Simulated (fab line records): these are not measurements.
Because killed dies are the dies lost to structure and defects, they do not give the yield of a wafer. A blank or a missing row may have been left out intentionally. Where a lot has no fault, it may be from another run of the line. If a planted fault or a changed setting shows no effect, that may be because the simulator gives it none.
Matching of chambers | flow nand harc | NHARC_A_M0_ETCH_34 on rie diel-01 has 4 sister chambers
The step etches the open film in N2/H2, target depth 40 nm, overetch 12 nm, time 43.94 s. 4 wafers are shown with their chamber, then 11 later ones without.

## WAFERS WITH THEIR CHAMBER
wafer  | chamber | rf vpp V (V)
L086.5 | 1       | 432.4
L089.5 | 3       | 433.6
L089.6 | 2       | 429.4
L091.3 | 0       | 434.0

## WAFERS WHOSE CHAMBER IS MISSING
wafer  | rf vpp V (V)
L091.5 | 431.0
L091.6 | 430.8
L093.1 | 433.3
L093.2 | 432.6
L093.3 | 432.0
L093.4 | 430.8
L093.5 | 433.0
L093.6 | 434.4
L095.2 | 431.4
L095.3 | 431.0
L095.5 | 434.6

## THE CHAMBER EACH PASSED THROUGH
wafer  | from the rows above               | in truth
L091.5 | can't be placed: 1 or 2 or 3 or 0 | 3
L091.6 | can't be placed: 2 or 1 or 3 or 0 | 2
L093.1 | can't be placed: 3 or 0 or 1      | 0
L093.2 | can't be placed: 1 or 3 or 0      | 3
L093.3 | can't be placed: 1 or 3 or 0      | 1
L093.4 | can't be placed: 2 or 1 or 3 or 0 | 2
L093.5 | can't be placed: 1 or 3 or 0      | 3
L093.6 | can't be placed: 0 or 3 or 1      | 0
L095.2 | can't be placed: 1 or 2 or 3 or 0 | 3
L095.3 | can't be placed: 1 or 2 or 3 or 0 | 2
L095.5 | can't be placed: 0 or 3 or 1      | 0
Correct placement for 0 of the 11. These rows do not allow placing 11 (true chamber among the candidates in 11). Wrongly placed: 0.
How it was worked out, from the rows above alone: a wafer's distance from a chamber is the root of the sum, over the readings, of the square of ((its reading less the chamber's mean) divided by the reading's scatter). If the next closest chamber is less than 2 further off than the closest, the wafer can't be placed; otherwise it belongs to the closest. A chamber's mean is the mean of its shown wafers. The scatter (one wafer shown for each chamber): square how far every hidden wafer sits from the nearest shown wafer, average those squares and take the square root.
